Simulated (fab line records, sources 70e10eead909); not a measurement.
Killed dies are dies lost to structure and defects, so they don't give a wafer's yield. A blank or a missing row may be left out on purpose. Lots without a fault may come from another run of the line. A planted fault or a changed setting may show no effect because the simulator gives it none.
Chamber matching | flow nand_harc | NHARC_A_SLIT_ETCH_24 on rie_diel-03: 4 sister chambers
The step etches the open film in CF4/CHF3, target depth 121 nm, time 60.5 s. 4 wafers are shown with their chamber, then 8 later ones without.

WAFERS WITH THEIR CHAMBER
wafer  | chamber | drypump_motor_current_A (A)
L085.1 | 0       | 5.8
L085.5 | 2       | 6.1
L085.6 | 1       | 5.4
L091.1 | 3       | 5.9

WAFERS WITHOUT THEIR CHAMBER
wafer  | drypump_motor_current_A (A)
L091.3 | 5.3
L091.6 | 5.9
L094.3 | 5.8
L094.5 | 6.1
L094.6 | 5.4
L096.1 | 5.3
L096.2 | 6.1
L096.4 | 5.9

WHICH CHAMBER EACH WENT THROUGH
wafer  | from the rows above | in truth
L091.3 | 1                   | 1
L091.6 | 3                   | 3
L094.3 | 0                   | 0
L094.5 | 2                   | 2
L094.6 | 1                   | 1
L096.1 | 1                   | 1
L096.2 | 2                   | 2
L096.4 | 3                   | 3
Placed correctly: 8 of 8. Can't be placed from these rows: 0. Placed wrongly: 0.
How it was worked out, from the rows above alone: a wafer's distance from a chamber is the root of the sum, over the readings, of the square of ((its reading less the chamber's mean) divided by the reading's scatter). The wafer belongs to the nearest chamber; if the next one is less than 2 further off, it can't be placed. A chamber's mean is the mean of its shown wafers. The scatter: with one shown wafer a chamber, the root of the mean of the squares of how far each hidden wafer lies from its nearest shown one.
